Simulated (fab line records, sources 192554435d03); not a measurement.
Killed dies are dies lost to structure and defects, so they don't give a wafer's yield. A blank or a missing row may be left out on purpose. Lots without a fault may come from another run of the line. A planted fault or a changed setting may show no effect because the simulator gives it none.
Which tool did it? | flow n5_finfet | 8 lots, 23 wafers sampled, at 6 steps of a route of 1938

WHAT THE GAUGES READ, wafer by wafer
N5_HKMG_FIN_THK_MEAS_70: measures by xrf.
lot  | measured    | on            | HK_THK (nm)
L527 | day 5 01:58 | film_metro-02 | 1.568 1.589 1.563
L529 | day 5 14:05 | film_metro-02 | 1.615 0.769 1.568
L534 | day 6 23:53 | film_metro-02 | 0.764 1.574
L539 | day 8 01:25 | film_metro-02 | 1.621 1.596 1.614
L540 | day 8 09:23 | film_metro-02 | 1.621 1.626 1.598
L541 | day 8 13:55 | film_metro-02 | 1.590 1.611 1.600
L544 | day 9 08:58 | film_metro-01 | 1.594 1.593 1.580
L545 | day 9 15:02 | film_metro-02 | 1.613 1.621 1.592

N5_BEOL_M4_RC_MEAS_101.
lot  | measured     | on        | DIBL_N (mV/V)  | DIBL_P (mV/V)  | EOT_N             | EOT_P             | IGATE_N (nA/um)      | IGATE_P (nA/um)      | IOFF_N (nA/um) | IOFF_P (nA/um) | ION_N (uA/um) | ION_P (uA/um) | SS_N (mV/dec)  | SS_P (mV/dec)  | VT_N (mV)   | VT_P (mV)
L527 | day 8 10:10  | prober-02 | 35.5 34.1 36.4 | 34.9 33.8 35.9 | 10.49 10.42 10.50 | 10.31 10.39 10.40 | 0.0146 0.0139 0.0141 | 0.0044 0.0042 0.0043 | 0.14 0.12 0.17 | 0.19 0.18 0.21 | 667 673 689   | 464 467 467   | 70.9 70.8 71.2 | 73.4 72.8 72.6 | 251 250 247 | -251 -254 -250
L529 | day 9 04:19  | prober-01 | 35.6 30.9 38.1 | 38.0 31.7 39.9 | 10.53 8.86 10.69  | 10.47 8.80 10.62  | 0.0120 3.7155 0.0093 | 0.0037 1.1479 0.0029 | 0.17 0.10 0.20 | 0.21 0.13 0.23 | 681 687 681   | 456 469 458   | 71.0 71.0 71.8 | 72.9 72.1 74.0 | 252 254 249 | -250 -257 -251
L534 | day 11 00:17 | prober-01 | 29.9 35.7      | 28.0 35.6      | 8.89 10.53        | 8.95 10.42        | 3.7767 0.0130        | 1.0922 0.0038        | 0.08 0.14      | 0.11 0.21      | 680 661       | 465 459       | 69.8 70.5      | 70.8 73.2      | 255 249     | -257 -251
L539 | day 11 13:39 | prober-02 | 34.7 32.8 34.0 | 33.5 31.6 32.5 | 10.56 10.56 10.59 | 10.49 10.57 10.53 | 0.0112 0.0099 0.0118 | 0.0034 0.0029 0.0035 | 0.11 0.10 0.11 | 0.16 0.13 0.15 | 652 648 664   | 449 441 447   | 70.9 70.4 70.9 | 72.8 72.4 72.4 | 255 258 254 | -254 -256 -256
L540 | day 12 13:05 | prober-02 | 36.2 35.4 36.9 | 35.5 35.1 37.5 | 10.53 10.63 10.62 | 10.56 10.67 10.52 | 0.0105 0.0097 0.0125 | 0.0032 0.0029 0.0037 | 0.16 0.16 0.17 | 0.21 0.21 0.24 | 670 677 676   | 465 468 462   | 71.2 71.6 72.2 | 73.1 73.0 73.1 | 251 249 249 | -249 -249 -249
L541 | day 12 17:07 | prober-02 | 32.5 32.4 32.2 | 32.9 31.6 30.7 | 10.49 10.52 10.46 | 10.45 10.54 10.41 | 0.0114 0.0117 0.0136 | 0.0035 0.0036 0.0041 | 0.10 0.10 0.09 | 0.15 0.14 0.13 | 654 648 648   | 455 446 446   | 71.2 70.5 70.4 | 72.3 72.4 72.3 | 256 256 258 | -254 -255 -258
L544 | day 13 14:12 | prober-01 | 37.8 36.2 37.1 | 37.2 34.0 34.9 | 10.57 10.52 10.66 | 10.70 10.59 10.49 | 0.0101 0.0110 0.0126 | 0.0031 0.0034 0.0038 | 0.16 0.12 0.15 | 0.25 0.19 0.21 | 669 673 675   | 459 462 470   | 71.8 71.5 70.9 | 73.6 72.6 72.3 | 247 255 249 | -247 -251 -249
L545 | day 13 15:37 | prober-02 | 37.0 34.4 37.7 | 36.1 33.8 37.8 | 10.43 10.39 10.44 | 10.47 10.35 10.50 | 0.0141 0.0141 0.0136 | 0.0043 0.0043 0.0042 | 0.16 0.12 0.18 | 0.21 0.17 0.24 | 668 666 678   | 459 457 459   | 71.3 71.0 71.8 | 72.9 71.9 73.3 | 251 255 247 | -250 -253 -249

WHICH TOOL RAN EACH LOT (tool, then ch and the chambers of the sampled wafers, then the start)
lot  | N5_SDB_DESCUM_16                  | N5_DUMMY_REMOVAL_HM_STRIP_01      | N5_HKMG_FIN_HK_ALD_01           | N5_HKMG_FIN_DESCUM_53
L527 | rie_diel-03 ch 1,2, day 4 17:34   | rie_diel-02 ch 0,3, day 4 21:42   | ald_hk-02 ch 0,1,3, day 4 22:15 | rie_diel-03 ch 1,2, day 4 23:32
L529 | rie_diel-01 ch 1,2,3, day 5 05:55 | rie_diel-06 ch 1,2,3, day 5 09:49 | ald_hk-02 ch 0,2,3, day 5 10:22 | rie_diel-04 ch 0,1,3, day 5 11:36
L534 | rie_diel-03 ch 0,1, day 6 15:19   | rie_diel-05 ch 2,3, day 6 19:23   | ald_hk-02 ch 1,2, day 6 19:57   | rie_diel-01 ch 2,3, day 6 21:29
L539 | rie_diel-04 ch 0,1, day 7 17:17   | rie_diel-06 ch 0,1,2, day 7 21:24 | ald_hk-01 ch 0,1,2, day 7 21:59 | rie_diel-03 ch 0,1,3, day 7 22:55
L540 | rie_diel-04 ch 0,1,2, day 8 01:36 | rie_diel-05 ch 0,2,3, day 8 05:29 | ald_hk-01 ch 1,2,3, day 8 06:04 | rie_diel-04 ch 0,1,2, day 8 06:58
L541 | rie_diel-01 ch 0,3, day 8 05:36   | rie_diel-02 ch 0,2, day 8 09:38   | ald_hk-01 ch 0,2, day 8 10:13   | rie_diel-04 ch 0,2,3, day 8 11:30
L544 | rie_diel-01 ch 0,1,2, day 8 23:27 | rie_diel-06 ch 0,1,2, day 9 04:22 | ald_hk-02 ch 0,1,3, day 9 05:04 | rie_diel-04 ch 0,2,3, day 9 06:26
L545 | rie_diel-01 ch 0,1,2, day 9 06:54 | rie_diel-06 ch 0,2,3, day 9 10:47 | ald_hk-02 ch 0,1,2, day 9 11:24 | rie_diel-04 ch 0,2,3, day 9 12:38
- N5_SDB_DESCUM_16: chemistry O2, time 7.9 s.
- N5_DUMMY_REMOVAL_HM_STRIP_01: strips SiNx in CH3F/O2, stops on poly-Si, target depth 4 nm, time 6.8 s.
- N5_HKMG_FIN_HK_ALD_01: deposits HfO2, target thk 1.6 nm, pulse time 3 s, purge time 3 s.
- N5_HKMG_FIN_DESCUM_53: chemistry O2, time 7.9 s.

WHAT THE TOOLS THEMSELVES READ (means of the sampled wafers that have a number; where no wafer has one, the mark that the record gives instead)
N5_SDB_DESCUM_16.
lot  | tool        | drypump_motor_current_A (A) | oes_product_au (a.u.) | rf_fwd_power_W (W) | rf_vpp_V (V) | showerhead_plenum_p_Torr (Torr) | throttle_valve_pct (%)
L527 | rie_diel-03 | 5.3                         | 0.79                  | 49.52              | 243.4        | 2.10                            | 20.16
L529 | rie_diel-01 | 5.4                         | 0.79                  | 49.49              | 244.0        | 2.14                            | 20.37
L534 | rie_diel-03 | 5.3                         | 0.79                  | 49.53              | 244.7        | 2.16                            | 20.15
L539 | rie_diel-04 | 6.1                         | 0.78                  | 49.34              | 242.5        | 2.11                            | 20.69
L540 | rie_diel-04 | 6.0                         | 0.76                  | 49.33              | 243.0        | 2.10                            | 20.57
L541 | rie_diel-01 | 5.9                         | 0.79                  | 49.46              | 243.6        | 2.13                            | 20.29
L544 | rie_diel-01 | 5.2                         | 0.73                  | 49.07              | 242.9        | 2.09                            | 20.53
L545 | rie_diel-01 | 5.2                         | 0.72                  | 49.34              | 243.0        | 2.09                            | 20.53

N5_DUMMY_REMOVAL_HM_STRIP_01.
lot  | tool        | drypump_motor_current_A (A) | oes_product_au (a.u.) | rf_vpp_V (V) | showerhead_plenum_p_Torr (Torr) | throttle_valve_pct (%)
L527 | rie_diel-02 | 5.4                         | 0.62                  | 128.8        | 2.09                            | 16.51
L529 | rie_diel-06 | 6.3                         | 0.64                  | 128.0        | 2.05                            | 16.18
L534 | rie_diel-05 | 5.3                         | 0.60                  | 128.1        | 2.08                            | 16.46
L539 | rie_diel-06 | 5.9                         | 0.62                  | 128.1        | 1.99                            | 16.29
L540 | rie_diel-05 | 5.6                         | 0.59                  | 127.3        | 2.02                            | 16.50
L541 | rie_diel-02 | 5.1                         | 0.72                  | 128.3        | 2.12                            | 16.24
L544 | rie_diel-06 | 5.9                         | 0.62                  | 126.9        | 1.99                            | 16.31
L545 | rie_diel-06 | 5.8                         | 0.58                  | 127.8        | 1.98                            | 16.39

N5_HKMG_FIN_HK_ALD_01.
lot  | tool      | precursor_pulse_height_rel
L527 | ald_hk-02 | 1.019
L529 | ald_hk-02 | 0.991
L534 | ald_hk-02 | 1.017
L539 | ald_hk-01 | 1.008
L540 | ald_hk-01 | 0.995
L541 | ald_hk-01 | 1.013
L544 | ald_hk-02 | 1.007
L545 | ald_hk-02 | 1.014

N5_HKMG_FIN_DESCUM_53.
lot  | tool        | drypump_motor_current_A (A) | oes_product_au (a.u.) | rf_fwd_power_W (W) | rf_vpp_V (V) | showerhead_plenum_p_Torr (Torr) | throttle_valve_pct (%)
L527 | rie_diel-03 | 5.3                         | 0.78                  | 49.38              | 243.7        | 2.10                            | 20.15
L529 | rie_diel-04 | 6.0                         | 0.80                  | 49.34              | 243.4        | 2.14                            | 20.55
L534 | rie_diel-01 | 5.5                         | 0.79                  | 49.53              | 243.8        | 2.10                            | 20.34
L539 | rie_diel-03 | 5.5                         | 0.75                  | 49.33              | 243.6        | 2.16                            | 20.30
L540 | rie_diel-04 | 6.1                         | 0.76                  | 49.29              | 243.5        | 2.10                            | 20.56
L541 | rie_diel-04 | 6.0                         | 0.71                  | 49.48              | 243.1        | 2.11                            | 20.54
L544 | rie_diel-04 | 6.0                         | 0.71                  | 49.47              | 243.4        | 2.11                            | 20.54
L545 | rie_diel-04 | 6.0                         | 0.71                  | 49.49              | 243.1        | 2.11                            | 20.55

THE ANSWER, worked out from the rows above alone
Rule: what is usual is taken from the lots themselves. Put in order of their means at a reading, lots are off if they are a third of the lots or fewer, leave a main group of 4 or more, and stand apart from it by a gap of 3 or more times the standard deviation of the main group's means; of several such gaps the widest counts. A main group whose means are all the same, to the digits that the tables above print for the reading, isn't used. A lot without any number at a reading at which 4 lots or more have one is off too. The other lots that the step has rows for count as sound. The gauges are gone through in route order, then the tools' own readings, and for those a lot's mean is taken as printed above. The first step at which some lot is off is used, and at that step the reading that is off furthest; a lot without a number counts as furthest.
Off: L529, L534, at N5_HKMG_FIN_THK_MEAS_70 (HK_THK). The main group: mean 1.599 nm, standard deviation 0.014.
A tool fits if, at a process step before that reading, it ran every lot that is off, and no sound lot after the first of them. The gauges at N5_HKMG_FIN_THK_MEAS_70 aren't tried: what is off there is off at N5_BEOL_M4_RC_MEAS_101 too, on other tools, and a gauge's error can't cause that. None of those tried fits.

WHAT THE SIMULATOR HAD PUT IN
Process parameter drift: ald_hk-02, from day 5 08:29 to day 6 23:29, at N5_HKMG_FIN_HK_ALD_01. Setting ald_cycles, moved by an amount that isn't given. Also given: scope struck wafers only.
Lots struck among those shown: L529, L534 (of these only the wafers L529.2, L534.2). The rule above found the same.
